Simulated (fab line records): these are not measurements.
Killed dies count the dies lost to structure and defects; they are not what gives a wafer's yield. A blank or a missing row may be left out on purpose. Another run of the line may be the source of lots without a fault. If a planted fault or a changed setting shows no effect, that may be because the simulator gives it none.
fab line records -- flow nand-harc -- part 2 of 2: steps 31 to 40 of 40
[record] lots = 5, wafers = 15, last-day = 23
route steps=1159 shown A_STAIRCASE@694
lots untouched by any fault: they come from a run of this same line in which no faults occurred
start-h: hours from the record's first day to the start of the lot's first wafer shown -- wait-h: hours since the lot's step before -- " unchanged from the row above -- L1.1+2: one row covering several wafers at once -- - value missing, or start not given -- * or withheld: withheld -- < > ~ a bound
route shown NAME@n: names a module that has steps shown in the file, with the first one's number in the route -- usual: mean/standard deviation taken from wafers without a fault -- same: alike in all rows -- chamber/n: place in a boat -- sites: the reading at each site -- _std_site: the standard deviation of these -- _edge_site: outer sites' mean less inner sites' -- radius-mm: how far each site lies from the wafer's centre -- mask NAME#n: copy n -- behind: the last tool/chamber to shape the wafer -- hold: the reason the lot was held/the length of the hold in hours/how it ended -- device: whichever transistor did not switch (one of n, p or np) -- end of line: tests of these same wafers at the route's end -- where a step has no rows: the recipe by itself -- killed: dies lost to structure and defects at the first sort, not the wafer's yield -- map: dies across one wafer; x = killed, . = not, _ = none there
set.NAME: the setting the step ran with; set.NAME@STEP: the setting that earlier step ran with -- model.NAME: the simulator's own value behind a step, which no gauge read
lots at selected steps of the route; one table per step, one row per wafer
services: when a tool's chamber went out of use (start-h, in hours from the record's first day, below 0 if earlier), for how many hours, and the reason
[[steps]]
[step NHARC_A_STAIRCASE_STRIP_447]
[recipe] time-s = 900, temp-c = 130, chemistry = SPM
[usual] bath-guard-temp-C = 130.0/0.51
lot.wafer,tool,chamber,start-h,wait-h,bath-guard-temp-C
L077.3,wet-bench-07,4,324.18,0.2,130.4
L077.6,wet-bench-07,7,324.18,0.2,129.9
L077.1,wet-bench-07,1,324.18,0.2,128.8
L081.1,wet-bench-07,7,360.50,0.4,130.1
L081.5,wet-bench-07,1,360.50,0.4,129.0
L081.3,wet-bench-07,2,360.50,0.4,129.5
L083.3,wet-bench-04,3,360.53,0.2,130.0
L083.4,wet-bench-04,5,360.53,0.2,130.1
L083.1,wet-bench-04,6,360.53,0.2,129.5
L087.2,wet-bench-07,7,373.25,0.3,130.2
L087.3,wet-bench-07,0,373.25,0.3,130.0
L087.4,wet-bench-07,3,373.25,0.3,130.7
L091.5,wet-bench-07,6,399.29,0.1,130.2
L091.1,wet-bench-07,1,399.29,0.1,129.1
L091.3,wet-bench-07,3,399.29,0.1,130.2
[step NHARC_A_STAIRCASE_PRECLEAN_448]
[recipe] time-s = *, temp-c = 50, bath-age-min = 0, chemistry = SC1
[usual] bath-guard-temp-C = 50.1/0.52
lot.wafer,tool,chamber,start-h,wait-h,bath-guard-temp-C
L077.3,wet-bench-07,4,-,-,50.2
L077.6,wet-bench-07,7,-,-,50.1
L077.1,wet-bench-07,1,-,-,49.0
L081.1,wet-bench-07,7,-,-,50.3
L081.5,wet-bench-07,1,-,-,49.2
L081.3,wet-bench-07,2,-,-,49.3
L083.3,wet-bench-04,3,-,-,49.7
L083.4,wet-bench-04,5,-,-,49.9
L083.1,wet-bench-04,6,-,-,49.1
L087.2,wet-bench-07,7,-,-,50.3
L087.3,wet-bench-07,0,-,-,50.0
L087.4,wet-bench-07,3,-,-,50.3
L091.5,wet-bench-07,6,-,-,50.4
L091.1,wet-bench-07,1,-,-,49.0
L091.3,wet-bench-07,3,-,-,50.5
[step NHARC_A_STAIRCASE_SRD_449]
lot.wafer,tool,chamber,start-h,wait-h
L077.3+6+1,wet-bench-07,"4,7,1",-,-
L081.1+5+3,wet-bench-07,"7,1,2",-,-
L083.3+4+1,wet-bench-04,"3,5,6",-,-
L087.2+3+4,wet-bench-07,"7,0,3",-,-
L091.5+1+3,wet-bench-07,"6,1,3",-,-
[step NHARC_A_STAIRCASE_CMP_450]
[recipe] target-thk-nm = 200, material = SiO2
[usual] motor-current-A = 12.4/0.73, slurry-flow-ml-min = 150.0/0.4
lot.wafer,tool,chamber,start-h,wait-h,motor-current-A,slurry-flow-ml-min
L077.1,cmp-03,0,324.73,-,11.6,150.0
L077.3,cmp-03,1,324.73,-,11.6,150.2
L077.6,cmp-03,1,324.73,-,11.8,150.0
L081.3,cmp-04,2,360.93,-,11.7,149.4
L081.1,cmp-04,0,360.93,-,12.8,150.0
L081.5,cmp-04,3,360.93,-,12.1,151.1
L083.4,cmp-03,0,360.97,-,11.6,150.2
L083.1,cmp-03,1,360.97,-,11.0,150.5
L083.3,cmp-03,2,360.97,-,12.9,150.1
L087.3,cmp-04,2,373.71,-,11.8,149.5
L087.4,cmp-04,3,373.71,-,11.1,150.0
L087.2,cmp-04,0,373.71,-,12.8,150.6
L091.3,cmp-02,2,399.75,-,13.1,149.8
L091.1,cmp-02,0,399.75,-,11.5,150.6
L091.5,cmp-02,3,399.75,-,12.6,150.5
[step NHARC_A_STAIRCASE_CMP_152]
[usual] motor-current-A = 12.4/0.72, slurry-flow-ml-min = 149.9/0.46
lot.wafer,tool,chamber,start-h,wait-h,motor-current-A,slurry-flow-ml-min
L077.1,cmp-03,0,324.81,0.1,12.3,150.0
L077.3,cmp-03,1,324.81,0.1,11.4,149.0
L077.6,cmp-03,1,324.81,0.1,11.6,149.3
L081.3,cmp-04,2,361.01,0.1,11.9,150.0
L081.1,cmp-04,0,361.01,0.1,12.7,149.5
L081.5,cmp-04,3,361.01,0.1,11.8,150.5
L083.4,cmp-03,0,361.04,0.1,12.1,149.4
L083.1,cmp-03,1,361.04,0.1,11.5,149.8
L083.3,cmp-03,2,361.04,0.1,13.3,150.4
L087.3,cmp-04,2,373.78,0.1,12.3,149.9
L087.4,cmp-04,3,373.78,0.1,11.8,149.8
L087.2,cmp-04,0,373.78,0.1,12.7,150.1
L091.3,cmp-02,2,399.82,0.1,13.3,149.9
L091.1,cmp-02,0,399.82,0.1,11.5,150.3
L091.5,cmp-02,3,399.82,0.1,12.5,150.4
[step NHARC_A_STAIRCASE_SRD_154]
lot.wafer,tool,chamber,start-h,wait-h
L077.3+6+1,wet-bench-02,"4,5,6",325.11,0.1
L081.5+1+3,wet-bench-07,"1,2,3",361.30,0.0
L083.3+4+1,wet-bench-04,"7,0,2",361.33,0.0
L087.3+2+4,wet-bench-04,"3,4,6",374.08,0.0
L091.5+3+1,wet-bench-04,"6,0,1",400.12,0.0
[step NHARC_A_STAIRCASE_ETCH_403]
[recipe] target-depth-a = 1082, chemistry = dHF, material = SiO2
lot.wafer,tool,chamber,start-h,wait-h
L077.3+6+1,wet-bench-02,"4,5,6",325.13,0.0
L081.5+1+3,wet-bench-07,"1,2,3",361.33,0.0
L083.3+4+1,wet-bench-04,"7,0,2",361.35,0.0
L087.3+2+4,wet-bench-04,"3,4,6",374.10,0.0
L091.5+3+1,wet-bench-04,"6,0,1",400.15,0.0
[step NHARC_A_STAIRCASE_ETCHBACK_422]
[recipe] target-depth-a = 400, over-etch-frac = 0.3, time-s = 74.286, ion-energy-ev = 120, ch3f-flow-sccm = 50, o2-flow-sccm = 30, ar-flow-sccm = 200, rf-w = 500, bias-w = 100, chemistry = CH3F/O2
[usual] drypump-motor-current-A = 5.6/0.37, oes-product-au = 0.95/0.035, rf-vpp-V = 244.6/1.8, showerhead-plenum-p-Torr = 2.49/0.11, throttle-valve-pct = 20.664/0.009
lot.wafer,tool,chamber,start-h,wait-h,drypump-motor-current-A,oes-product-au,rf-hours-counter-h,rf-vpp-V,showerhead-plenum-p-Torr,throttle-valve-pct
L077.3,rie-diel-07,2,325.27,0.1,6.3,0.91,33,247.9,2.65,20.666
L077.1,rie-diel-07,3,325.27,0.1,5.7,0.95,33,244.8,2.50,20.668
L077.6,rie-diel-07,2,325.27,0.1,6.3,0.91,-,246.2,2.65,20.667
L081.1,rie-diel-07,0,361.47,0.1,5.3,0.93,45,246.2,2.58,20.660
L081.3,rie-diel-07,3,361.47,0.1,5.7,0.94,47,243.3,2.50,20.667
L081.5,rie-diel-07,1,361.47,0.1,5.9,0.92,-,243.7,2.47,20.677
L083.4,rie-diel-13,2,361.52,0.2,5.3,0.91,17,242.7,2.41,20.658
L083.1,rie-diel-13,0,361.52,0.2,5.9,0.92,29,245.2,2.65,20.669
L083.3,rie-diel-13,1,361.52,0.2,6.1,0.91,30,243.9,2.45,20.658
L087.3,rie-diel-06,1,374.24,0.1,5.6,0.91,42,242.6,2.38,20.677
L087.4,rie-diel-06,2,374.24,0.1,5.5,0.93,42,245.6,2.57,20.658
L087.2,rie-diel-06,3,374.24,0.1,4.8,0.91,44,245.2,2.56,20.652
L091.1,rie-diel-07,1,400.30,0.1,5.9,0.92,60,243.9,2.47,20.679
L091.3,rie-diel-07,3,400.30,0.1,5.8,0.94,59,244.0,2.49,20.636
L091.5,rie-diel-07,0,400.30,0.1,5.3,0.92,-,246.9,2.57,20.655
[step NHARC_A_STAIRCASE_ETCH_423]
[recipe] target-depth-a = 300, chemistry = dHF, material = SiO2
lot.wafer,tool,chamber,start-h,wait-h
L077.3+1+6,wet-bench-07,"3,5,7",325.44,0.1
L081.5+1+3,wet-bench-04,"1,5,6",361.64,0.1
L083.1+3+4,wet-bench-07,"6,0,1",361.70,0.1
L087.3+4+2,wet-bench-02,"1,2,3",374.42,0.2
L091.3+1+5,wet-bench-02,"4,6,0",400.45,0.1
[step NHARC_A_STAIRCASE_ETCHBACK_157]
[recipe] target-depth-a = 900, over-etch-frac = 0.3, time-s = 167.14, ion-energy-ev = 120, ch3f-flow-sccm = 50, o2-flow-sccm = 30, ar-flow-sccm = 200, rf-w = 500, bias-w = 100, chemistry = CH3F/O2
[usual] drypump-motor-current-A = 5.6/0.35, oes-product-au = 0.957/0.03, rf-vpp-V = 244.7/1.5, showerhead-plenum-p-Torr = 2.49/0.1, throttle-valve-pct = 20.664/0.0094
lot.wafer,tool,chamber,start-h,wait-h,drypump-motor-current-A,oes-product-au,rf-hours-counter-h,rf-vpp-V,showerhead-plenum-p-Torr,throttle-valve-pct
L077.3,rie-diel-06,2,325.63,0.2,5.5,0.940,22,244.1,2.58,20.682
L077.1,rie-diel-06,1,325.63,0.2,5.6,0.914,24,243.0,2.39,20.681
L077.6,rie-diel-06,3,325.63,0.2,4.8,0.921,-,245.3,2.56,20.674
L081.3,rie-diel-06,0,361.85,0.1,5.6,1.006,40,245.5,2.50,20.665
L081.1,rie-diel-06,2,361.85,0.1,5.5,1.016,37,244.9,2.57,20.653
L081.5,rie-diel-06,0,361.85,0.1,5.6,1.006,-,244.8,2.50,20.655
L083.3,rie-diel-13,0,361.87,0.1,5.9,0.926,29,245.7,2.65,20.665
L083.1,rie-diel-13,1,361.87,0.1,6.1,0.939,30,244.3,2.45,20.667
L083.4,rie-diel-13,2,361.87,0.1,5.4,0.960,17,243.4,2.41,20.657
L087.3,rie-diel-06,0,374.60,0.2,5.6,0.935,44,245.1,2.50,20.673
L087.4,rie-diel-06,2,374.60,0.2,5.5,0.954,42,246.2,2.57,20.670
L087.2,rie-diel-06,3,374.60,0.2,4.8,0.946,44,246.7,2.56,20.655
L091.1,rie-diel-06,0,400.65,0.2,5.7,0.923,55,245.9,2.49,20.652
L091.3,rie-diel-06,1,400.65,0.2,5.7,0.909,54,244.3,2.38,20.647
L091.5,rie-diel-06,0,400.65,0.2,5.7,0.925,-,245.2,2.49,20.650
[[services]]
tool,chamber,start-h,hours,kind
wet-bench-07,-,272.05,8.0,pm
rie-diel-13,-,276.13,9.0,pm
rie-diel-13,2,286.64,8.8,repair
pecvd-03,-,292.00,13.0,pm
cmp-04,-,301.20,4.0,pm
rie-diel-06,1,303.21,7.4,repair
rie-diel-07,1,304.31,1.4,repair
pecvd-04,1,311.44,4.9,repair
pecvd-02,-,312.42,0.8,repair
rie-diel-06,-,323.32,2.1,repair
cmp-04,-,323.61,3.4,repair
ald-hk-03,-,324.83,10.0,pm
rie-diel-07,-,325.65,0.8,repair
pecvd-02,-,335.20,13.0,pm
rie-diel-06,0,338.06,2.3,repair
wet-bench-04,-,339.34,8.0,pm
wet-bench-04,-,354.28,1.1,repair
wet-bench-02,-,356.00,8.0,pm
pecvd-04,2,360.62,4.0,repair
litho-track-07,-,364.03,7.0,pm
pecvd-04,-,376.12,13.0,pm
litho-track-03,-,388.00,7.0,pm
pecvd-04,-,390.34,2.2,repair
rie-diel-13,1,399.79,10.7,repair
